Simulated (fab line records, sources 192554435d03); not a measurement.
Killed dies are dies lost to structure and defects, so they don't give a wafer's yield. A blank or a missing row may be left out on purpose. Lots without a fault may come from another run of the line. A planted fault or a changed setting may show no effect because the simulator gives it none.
Split-lot experiment | flow n5_finfet | 7 lots, 21 wafers read, on a route of 1938 steps

THE SPLIT
At N5_BEOL_M7_DESCUM_33 (chemistry O2, time 7 s), the setting time_s was moved away from the recipe's 7 s on 8 of the 21 wafers read, by -20.6% to +22.2%. The other wafers ran this setting at the recipe's value.

FROM THE SPLIT TO THE READING: what the file shows between them, 1 step
- N5_BEOL_M7_ETCH_72: etches underlayer in N2/H2, target depth 6.5 nm, time 5.2 s

THE READING
CAR-EUV_of_BEOL_M7_COAT_22.thk_nm (the simulator's own value, which no gauge read), in nm, at N5_BEOL_M7_ETCH_65 (etches SiARC in CF4, target depth 15.6 nm, time 26 s). The file gives no usual value for it. The 13 wafers here that ran the recipe average 11.1 nm, standard deviation 0.15 nm.

wafer  | tool, chamber at the split | time_s as run, s | against the recipe | CAR-EUV_of_BEOL_M7_COAT_22.thk_nm, nm | against lot-mates on the recipe
L078.2 | rie_diel-03, 0,1           | 7                | recipe             | 11.2                                  | -
L078.4 | rie_diel-03, 0,1           | 7                | recipe             | 11                                    | -
L078.5 | rie_diel-03, 1             | 6.55             | -6.4%              | 11.2                                  | +0.1
L087.2 | rie_diel-05, 1             | 5.555            | -20.6%             | 11.8                                  | +0.7
L087.5 | rie_diel-05, 2,1           | 7                | recipe             | 11                                    | -
L087.6 | rie_diel-05, 2,1           | 7                | recipe             | 11.2                                  | -
L088.1 | rie_diel-04, 1,3           | 7.61             | +8.7%              | 10.8                                  | -0.2
L088.6 | rie_diel-04, 1,3           | 7.61             | +8.7%              | 10.8                                  | -0.2
L088.2 | rie_diel-04, 2             | 7                | recipe             | 11                                    | -
L090.2 | rie_diel-04, 3,0           | 7                | recipe             | 11.4                                  | -
L090.3 | rie_diel-04, 3,0           | 7                | recipe             | 11.2                                  | -
L090.5 | rie_diel-04, 2             | 7                | recipe             | 11.2                                  | -
L095.2 | rie_diel-03, 2,0           | 8.554            | +22.2%             | 10.6                                  | -0.6
L095.3 | rie_diel-03, 1             | 7                | recipe             | 11.2                                  | -
L095.5 | rie_diel-03, 2,0           | 8.554            | +22.2%             | 10.4                                  | -0.8
L096.1 | rie_diel-05, 2             | 7                | recipe             | 10.8                                  | -
L096.2 | rie_diel-05, 3,0           | 7                | recipe             | 11                                    | -
L096.6 | rie_diel-05, 3,0           | 7                | recipe             | 11.2                                  | -
L097.3 | rie_diel-03, 0             | 7                | recipe             | 11.2                                  | -
L097.4 | rie_diel-03, 2             | 7.824            | +11.8%             | 10.8                                  | -0.4
L097.5 | rie_diel-03, 1             | 7.824            | +11.8%             | 10.8                                  | -0.4
Where a row lists several chambers, the file gives one row for several wafers and doesn't say which wafer went through which chamber.

THE FIT
A straight line over all 21 wafers: CAR-EUV_of_BEOL_M7_COAT_22.thk_nm changes by -0.0293 nm for each +1% of time_s; r = -0.90; the points scatter about the line by 0.13 nm.
The same after taking each lot's own level away (the mean of its wafers on the recipe; 21 wafers): -0.0314 nm for each +1%; r = -0.95; scatter 0.1 nm.
On that fit, the largest move of time_s shifts the reading by 0.7 nm.
The lots' own levels span 11.00 to 11.27 nm, that is 1.8 times the standard deviation above.
So the lot-to-lot level changes the slope little: the two slopes agree.
Check: with one of the wafers moved furthest among these (+22.2%) left out of the fit, the line predicts -0.731 nm for it against its lot-mates. It came out at -0.6 nm against them.

THE WHOLE CHAIN: every reading that the file lists as answering this split, in the file's order
step                 | what it does                                                | reading                                                                            | change (the file's fit)                | r (the file's)
N5_BEOL_M7_DESCUM_33 | chemistry O2, time 7 s                                      | CAR-EUV_of_BEOL_M7_COAT_22.thk_nm (the simulator's own value, which no gauge read) | -0.0332 nm for each +1% of the setting | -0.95
N5_BEOL_M7_ETCH_72   | etches underlayer in N2/H2, target depth 6.5 nm, time 5.2 s | CAR-EUV_of_BEOL_M7_COAT_22.thk_nm (the simulator's own value, which no gauge read) | -0.0353 nm for each +1% of the setting | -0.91
N5_BEOL_M7_ETCH_65   | etches SiARC in CF4, target depth 15.6 nm, time 26 s        | CAR-EUV_of_BEOL_M7_COAT_22.thk_nm (the simulator's own value, which no gauge read) | -0.0316 nm for each +1% of the setting | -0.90

THE FILE'S OWN FIT
CAR-EUV_of_BEOL_M7_COAT_22.thk_nm changes by -0.0316 nm for each +1% of time_s, r = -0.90.
